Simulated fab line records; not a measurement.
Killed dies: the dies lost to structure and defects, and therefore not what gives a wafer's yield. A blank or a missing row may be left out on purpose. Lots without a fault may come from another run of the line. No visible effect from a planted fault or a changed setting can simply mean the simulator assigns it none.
Which of the tools did it? ; flow nand-harc ; 10 lots, 30 wafers sampled, at 5 steps of a route of 1302

== WHAT THE GAUGES READ, wafer by wafer ==
NHARC_END_SORT_01. Usual: killed-at-array 52, standard deviation 18; killed-at-other 1.2, standard deviation 1.5; killed-at-periphery 4, standard deviation 3.2; killed-dies 57, standard deviation 17; killed-open 3.1, standard deviation 1.9; killed-short 2.5, standard deviation 1.7.
lot;measured;on;killed-at-array;killed-at-other;killed-at-periphery;killed-dies;killed-open;killed-short;flag
L123;day 33 13:31;prober-02;62 67 75;1 2 2;5 232 4;68 301 81;1 2 4;3 4 1;OFF

== EACH LOT AND THE TOOL THAT RAN IT (in order: tool; ch and the chambers of the sampled wafers; start) ==
lot;NHARC_P_ZERO_WELL_DESCUM_39;NHARC_P_ZERO_WELL_DESCUM_54;NHARC_P_STI_ETCH_42;NHARC_P_STI_ETCH_31
L103;rie-diel-12 ch 1,2,3, day 2 00:17;rie-diel-12 ch 1,2,3, day 2 02:06;rie-diel-05 ch 0,1, day 2 20:40;rie-diel-05 ch 0,1,3, day 2 20:46
L104;rie-diel-13 ch 1,2, day 2 10:32;rie-diel-13 ch 2,3, day 2 12:16;rie-diel-04 ch 1,2, day 3 05:08;rie-diel-04 ch 0,1,2, day 3 05:13
L105;rie-diel-13 ch 1,2,3, day 2 20:23;rie-diel-12 ch 1,2,3, day 2 22:04;rie-diel-06 ch 1,2, day 3 15:18;rie-diel-06 ch 1,3, day 3 15:23
L107;rie-diel-13 ch 1,2,3, day 3 16:11;rie-diel-03 ch 2,3, day 3 17:54;rie-diel-04 ch 0,3, day 4 11:52;rie-diel-04 ch 1,2, day 4 11:57
L108;rie-diel-12 ch 2,3, day 4 02:17;rie-diel-13 ch 1,2, day 4 03:57;rie-diel-06 ch 1,2,3, day 4 22:24;rie-diel-06 ch 2,3, day 4 22:29
L110;rie-diel-13 ch 0,3, day 4 22:17;rie-diel-03 ch 0,1, day 4 23:52;rie-diel-05 ch 0,1, day 5 17:02;rie-diel-05 ch 0,1, day 5 17:08
L113;rie-diel-13 ch 0,2,3, day 6 04:17;rie-diel-12 ch 1,2, day 6 05:56;rie-diel-04 ch 0,1, day 7 00:20;rie-diel-04 ch 0,1,2, day 7 00:26
L123;rie-diel-13 ch 0,2,3, day 10 08:15;rie-diel-12 ch 0,2,3, day 10 09:55;rie-diel-05 ch 0,1,3, day 11 07:05;rie-diel-05 ch 0,1,3, day 11 07:10
L124;rie-diel-13 ch 0,1,3, day 10 18:13;rie-diel-13 ch 0,1, day 10 19:50;rie-diel-04 ch 0,1,2, day 11 13:01;rie-diel-04 ch 0,1, day 11 13:05
L125;rie-diel-12 ch 0,1,3, day 11 04:20;rie-diel-03 ch 0,1,2, day 11 05:55;rie-diel-06 ch 0,1,3, day 11 22:28;rie-diel-06 ch 0,2, day 11 22:32
- NHARC_P_ZERO_WELL_DESCUM_39: chemistry O2, time 3 s.
- NHARC_P_ZERO_WELL_DESCUM_54: chemistry O2, time 3 s.
- NHARC_P_STI_ETCH_42: etches the open film in N2/H2, target depth 80 nm, overetch 24 nm, time 61 s.
- NHARC_P_STI_ETCH_31: etches the open film in CF4/CHF3, target depth 108.9 nm, time 54.5 s.

== AS READ BY THE TOOLS THEMSELVES (means over the sampled wafers that have a number; for cases with no such wafer, the mark the record gives instead) ==
NHARC_P_ZERO_WELL_DESCUM_39. Usual: drypump-motor-current-A 5.7 A, standard deviation 0.36; mfc-ar-sccm 0.017 sccm, standard deviation 0.018; oes-product-au 0.999 a.u., standard deviation 0.011; rf-vpp-V 57.7 V, standard deviation 0.79; showerhead-plenum-p-Torr 1.88 Torr, standard deviation 0.075; throttle-valve-pct 11.311 %, standard deviation 0.0093.
lot;tool;drypump-motor-current-A (A);mfc-ar-sccm (sccm);oes-product-au (a.u.);rf-vpp-V (V);showerhead-plenum-p-Torr (Torr);throttle-valve-pct (%);flag
L103;rie-diel-12;5.8;0.025;1.000;57.4;1.93;11.303;
L104;rie-diel-13;6.2;0.028;0.999;57.7;1.88;11.311;
L105;rie-diel-13;5.8;0.026;1.001;57.5;1.86;11.315;
L107;rie-diel-13;5.8;0.026;1.002;58.0;1.86;11.305;
L108;rie-diel-12;5.9;0.016;0.992;58.5;1.97;11.315;
L110;rie-diel-13;5.5;0.023;0.991;58.4;1.83;11.309;
L113;rie-diel-13;5.8;0.026;1.000;58.0;1.84;11.313;
L123;rie-diel-13;5.8;0.026;0.993;58.1;1.83;11.308;
L124;rie-diel-13;5.5;0.012;1.001;57.6;1.81;11.309;
L125;rie-diel-12;5.6;0.012;0.993;56.9;1.85;11.310;

NHARC_P_ZERO_WELL_DESCUM_54. Usual: drypump-motor-current-A 5.7 A, standard deviation 0.34; mfc-ar-sccm 0.011 sccm, standard deviation 0.017; oes-product-au 1.002 a.u., standard deviation 0.011; rf-vpp-V 57.6 V, standard deviation 0.98; showerhead-plenum-p-Torr 1.87 Torr, standard deviation 0.078; throttle-valve-pct 11.311 %, standard deviation 0.0085.
lot;tool;drypump-motor-current-A (A);mfc-ar-sccm (sccm);oes-product-au (a.u.);rf-vpp-V (V);showerhead-plenum-p-Torr (Torr);throttle-valve-pct (%);flag
L103;rie-diel-12;5.8;0.025;0.996;58.5;1.93;11.303;
L104;rie-diel-13;6.2;0.040;1.003;57.1;1.88;11.318;
L105;rie-diel-12;5.8;0.025;1.002;58.1;1.93;11.308;
L107;rie-diel-03;5.6;0.000;1.010;57.2;1.80;11.312;
L108;rie-diel-13;5.8;0.014;1.001;57.6;1.86;11.302;
L110;rie-diel-03;5.4;0.000;0.999;58.3;1.92;11.306;
L113;rie-diel-12;5.6;0.034;1.000;58.6;1.87;11.307;
L123;rie-diel-12;5.8;0.015;1.005;57.9;1.92;11.313;
L124;rie-diel-13;5.4;0.000;0.992;57.1;1.81;11.318;
L125;rie-diel-03;5.6;0.000;1.020;58.1;1.89;11.309;

NHARC_P_STI_ETCH_42. Usual: value, then standard deviation, for each; drypump-motor-current-A 5.7 A / 0.44; mfc-ar-sccm 0.009 sccm / 0.011; oes-product-au 0.998 a.u. / 0.0087; rf-vpp-V 432.0 V / 2.3; run-length-s 82.2 s / 0.35; showerhead-plenum-p-Torr 2.09 Torr / 0.074; throttle-valve-pct 14.172 % / 0.009.
lot;tool;drypump-motor-current-A (A);mfc-ar-sccm (sccm);oes-product-au (a.u.);rf-vpp-V (V);run-length-s (s);showerhead-plenum-p-Torr (Torr);throttle-valve-pct (%);flag
L103;rie-diel-05;6.0;0.012;0.994;431.4;81.9;2.06;14.179;
L104;rie-diel-04;5.9;0.013;1.004;434.2;82.4;2.16;14.177;
L105;rie-diel-06;6.0;0.001;1.002;433.3;82.3;2.16;14.173;
L107;rie-diel-04;5.4;0.004;0.994;432.3;81.8;2.12;14.171;
L108;rie-diel-06;5.7;0.001;1.000;433.9;82.4;2.16;14.172;
L110;rie-diel-05;5.8;0.011;1.002;431.0;82.0;2.03;14.161;
L113;rie-diel-04;5.8;0.000;0.994;434.7;82.4;2.16;14.170;
L123;rie-diel-05;5.7;0.014;1.001;429.7;82.1;2.02;14.179;
L124;rie-diel-04;5.6;0.013;0.997;433.5;82.2;2.17;14.165;
L125;rie-diel-06;5.8;0.005;0.993;432.1;82.6;2.09;14.175;

NHARC_P_STI_ETCH_31. Usual: chf3-flow-sccm 30.00 sccm, standard deviation 0.086; drypump-motor-current-A 5.7 A, standard deviation 0.44; mfc-ar-sccm 0.010 sccm, standard deviation 0.011; oes-product-au 0.955 a.u., standard deviation 0.02; rf-vpp-V 371.7 V, standard deviation 1.9; run-length-s 75.7 s, standard deviation 0.32; showerhead-plenum-p-Torr 1.61 Torr, standard deviation 0.054; throttle-valve-pct 16.803 %, standard deviation 0.0093.
lot;tool;chf3-flow-sccm (sccm);drypump-motor-current-A (A);mfc-ar-sccm (sccm);oes-product-au (a.u.);rf-vpp-V (V);run-length-s (s);showerhead-plenum-p-Torr (Torr);throttle-valve-pct (%);flag
L103;rie-diel-05;30.02;5.7;0.014;0.958;369.8;75.8;1.56;16.808;
L104;rie-diel-04;29.92;5.6;0.013;0.977;373.5;75.6;1.66;16.807;
L105;rie-diel-06;29.96;5.4;0.001;0.928;373.7;75.9;1.66;16.797;
L107;rie-diel-04;30.02;5.9;0.013;0.927;373.1;75.8;1.66;16.809;
L108;rie-diel-06;30.14;5.6;0.000;0.977;373.5;75.7;1.66;16.805;
L110;rie-diel-05;30.11;6.0;0.012;0.946;371.0;75.5;1.58;16.801;
L113;rie-diel-04;30.00;5.6;0.013;0.966;373.6;75.8;1.66;16.795;
L123;rie-diel-05;29.97;5.7;0.014;0.974;370.3;71.8;1.56;16.795;OFF
L124;rie-diel-04;30.00;5.5;0.000;0.981;373.3;75.4;1.66;16.803;
L125;rie-diel-06;29.93;6.4;0.008;0.921;370.5;76.2;1.56;16.805;

== THE ANSWER, worked out from the rows above alone ==
Rule: a lot is off if the mean of its wafers that have a number lies more than 3 standard deviations from the usual mean. A lot without any number at a reading at which 4 lots or more have one is off too. All remaining lots with rows at the step are treated as sound. The gauges are gone through in route order, then the tools' own readings, and for those a lot's mean is taken as printed above. At the first step where some lot is off, the reading lying furthest off is the one used; lots without a number count as furthest.
Off: L123 (NHARC_END_SORT_01, killed-at-periphery). Neither off nor sound, because the step has no rows for them: L103, L104, L105, L107, L108, L110, L113, L124, L125.
If a tool, at a process step before that reading, ran all the lots that are off and no sound lot after the first of them, it fits. The gauges at NHARC_END_SORT_01 aren't tried: what is off there is off at NHARC_P_STI_ETCH_31 too, on other tools, and a gauge's error can't cause that. Can't be told from this: 3 tools fit, rie-diel-13 at NHARC_P_ZERO_WELL_DESCUM_39, rie-diel-12 at NHARC_P_ZERO_WELL_DESCUM_54, rie-diel-05 at NHARC_P_STI_ETCH_42 and NHARC_P_STI_ETCH_31.

== WHAT THE SIMULATOR PUT IN ==
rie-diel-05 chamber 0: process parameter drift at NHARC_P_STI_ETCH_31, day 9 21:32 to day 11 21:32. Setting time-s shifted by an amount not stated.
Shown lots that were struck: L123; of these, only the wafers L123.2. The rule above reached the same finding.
